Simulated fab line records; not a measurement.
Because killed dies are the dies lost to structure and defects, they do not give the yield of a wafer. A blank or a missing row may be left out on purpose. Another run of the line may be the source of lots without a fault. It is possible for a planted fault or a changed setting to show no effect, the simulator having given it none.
Chamber matching || flow nand_harc || 3 sister chambers for NHARC_P_BONDPAD_DEP_00 on pecvd-02
The step deposits SiCN, target thk 250 nm. 16 wafers are shown with their chamber, then 8 later ones without.

WAFERS, EACH WITH ITS CHAMBER
{"wafer": "L074.2", "chamber": 2, "heater_power_w (W)": 554}
{"wafer": "L074.4", "chamber": 1, "heater_power_w (W)": 550}
{"wafer": "L074.5", "chamber": 0, "heater_power_w (W)": 613}
{"wafer": "L076.1", "chamber": 0, "heater_power_w (W)": 583}
{"wafer": "L076.2", "chamber": 2, "heater_power_w (W)": 585}
{"wafer": "L076.3", "chamber": 1, "heater_power_w (W)": 528}
{"wafer": "L079.1", "chamber": 0, "heater_power_w (W)": 616}
{"wafer": "L079.2", "chamber": 1, "heater_power_w (W)": 658}
{"wafer": "L079.4", "chamber": 1, "heater_power_w (W)": 634}
{"wafer": "L083.3", "chamber": 0, "heater_power_w (W)": 584}
{"wafer": "L083.5", "chamber": 0, "heater_power_w (W)": 618}
{"wafer": "L083.6", "chamber": 2, "heater_power_w (W)": 556}
{"wafer": "L091.2", "chamber": 0, "heater_power_w (W)": 566}
{"wafer": "L091.4", "chamber": 0, "heater_power_w (W)": 585}
{"wafer": "L091.5", "chamber": 1, "heater_power_w (W)": 554}
{"wafer": "L094.1", "chamber": 0, "heater_power_w (W)": 638}

SIGNATURES (means of the wafers above)
{"reading": "heater_power_w", "chamber 0": 600.38, "chamber 1": 584.80, "chamber 2": 565.00, "scatter within a chamber": 37.1}
Rule: a wafer's distance from a chamber is the root of the sum, over the readings, of the square of ((its reading less the chamber's mean) divided by the reading's scatter). If the next closest chamber is less than 2 further off than the closest, the wafer can't be placed; otherwise it belongs to the closest. How the scatter is found: for the shown wafers, subtract from each reading the mean of its chamber, square and add these, divide the total by (wafers less chambers), then take the root.

WAFERS WITH NO CHAMBER GIVEN
{"wafer": "L094.2", "heater_power_w (W)": 606}
{"wafer": "L094.3", "heater_power_w (W)": 576}
{"wafer": "L094.4", "heater_power_w (W)": 623}
{"wafer": "L094.5", "heater_power_w (W)": 470}
{"wafer": "L094.6", "heater_power_w (W)": 529}
{"wafer": "L097.2", "heater_power_w (W)": 605}
{"wafer": "L097.4", "heater_power_w (W)": 609}
{"wafer": "L097.6", "heater_power_w (W)": 547}

WHICH CHAMBER EACH ONE RAN IN
{"wafer": "L094.2", "from the rows above": "can't be placed: 0 or 1 or 2", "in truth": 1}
{"wafer": "L094.3", "from the rows above": "can't be placed: 1 or 2 or 0", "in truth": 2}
{"wafer": "L094.4", "from the rows above": "can't be placed: 0 or 1 or 2", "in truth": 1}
{"wafer": "L094.5", "from the rows above": "can't be placed: 2 or 1 or 0", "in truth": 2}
{"wafer": "L094.6", "from the rows above": "can't be placed: 2 or 1 or 0", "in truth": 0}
{"wafer": "L097.2", "from the rows above": "can't be placed: 0 or 1 or 2", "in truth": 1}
{"wafer": "L097.4", "from the rows above": "can't be placed: 0 or 1 or 2", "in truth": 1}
{"wafer": "L097.6", "from the rows above": "can't be placed: 2 or 1 or 0", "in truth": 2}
0 of 8 placed correctly. Unplaceable from these rows: 8, with the true chamber sitting among the candidates in 8. Wrongly placed: 0.
